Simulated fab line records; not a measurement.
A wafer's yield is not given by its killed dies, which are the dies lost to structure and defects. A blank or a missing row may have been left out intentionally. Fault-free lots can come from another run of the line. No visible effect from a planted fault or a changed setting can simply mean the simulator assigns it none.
One fault seen from 2 desks    flow nand_harc    what lay behind the numbers comes last; until then each desk has only its own

== THE DEFECT DESK ==
Lot by lot, what the route's inspections counted, given as the mean of those sampled wafers with a number. Any lot whose mean is over 4 standard deviations away from the usual mean is out of limits and marked OUT; that distance is given in the brackets.
Columns: A = raw_defect_count at NHARC_A_M1_INSPECT_27, usual 527
lot   first seen here  A
L914  day 23 04:07     470
L916  day 23 15:22     451
L915  day 23 19:27     578
L917  day 24 07:04     404
L919  day 24 12:16     658
L918  day 24 13:38     593
L927  day 28 14:23     609
L928  day 28 23:40     399
L930  day 29 21:23     601
L932  day 30 19:47     466
L935  day 31 19:23     470
L936  day 32 10:44     506
L937  day 33 10:18     508
Finding of this desk: none of the 13 lots has anything out of limits.

== THE TOOL OWNER'S DESK: rie_diel-05 ==
The tool's own readings at NHARC_A_BONDPAD_ETCH_12 (etches the open film in CHF3/O2, target depth 220 nm, time 110 s): means of the sampled wafers that have a number, for each lot that ran on this tool. Any lot whose mean is over 4 standard deviations away from the usual mean is out of limits and marked OUT; that distance is given in the brackets.
Columns: A = bias_w at NHARC_A_BONDPAD_ETCH_12, usual 200.0 W; B = drypump_motor_current_A at NHARC_A_BONDPAD_ETCH_12, usual 5.5 A; C = oes_product_au at NHARC_A_BONDPAD_ETCH_12, usual 0.942 a.u.; D = rf_vpp_V at NHARC_A_BONDPAD_ETCH_12, usual 369.2 V; E = run_length_s at NHARC_A_BONDPAD_ETCH_12, usual 131.4 s; F = showerhead_plenum_p_Torr at NHARC_A_BONDPAD_ETCH_12, usual 2.34 Torr; G = throttle_valve_pct at NHARC_A_BONDPAD_ETCH_12, usual 20.572 %
lot   first seen here  A      B    C      D      E                F     G
L914  day 23 06:38     200.0  5.4  0.915  368.7  131.5            2.31  20.576
L915  day 23 21:38     200.0  5.8  0.923  368.3  131.7            2.32  20.572
L917  day 24 09:25     200.1  5.4  0.954  369.2  131.5            2.31  20.573
L919  day 24 14:28     200.4  5.4  0.918  368.0  131.3            2.31  20.570
L918  day 24 15:58     200.7  5.7  0.956  368.0  131.5            2.33  20.568
L927  day 28 16:57     199.8  5.4  0.983  369.1  125.9 (-13) OUT  2.31  20.574
L928  day 29 02:07     200.1  5.7  0.961  368.9  120.3 (-25) OUT  2.30  20.566
L935  day 31 21:41     200.3  5.5  0.925  370.1  131.4            2.37  20.565
L936  day 32 13:02     200.4  5.3  0.937  368.2  130.9            2.32  20.565
L937  day 33 12:30     200.6  5.5  0.974  368.9  131.6            2.34  20.570
This desk's verdict: out of limits on L927, L928, starting with L927 at day 28 16:57 (run_length_s at NHARC_A_BONDPAD_ETCH_12). L914, L915, L917, L919, L918, L935, L936, L937 stayed within limits.

== BROUGHT TOGETHER ==
On L927, L928, at day 28 16:57, an alarm was possible from the tool owner's desk.
Nothing the defect desk looked at was out of limits.
The defect desk has L927, L928 on record, within its limits.
All the named lots went through NHARC_A_BONDPAD_ETCH_12 on rie_diel-05.

== WHAT WAS PUT IN BY THE SIMULATOR ==
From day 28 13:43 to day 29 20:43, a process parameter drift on rie_diel-05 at NHARC_A_BONDPAD_ETCH_12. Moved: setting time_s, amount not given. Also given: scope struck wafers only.
Lots struck among those shown: L927, L928.
Delay in hours, fault start to first out-of-limits reading, by desk: the tool owner's desk at 3.
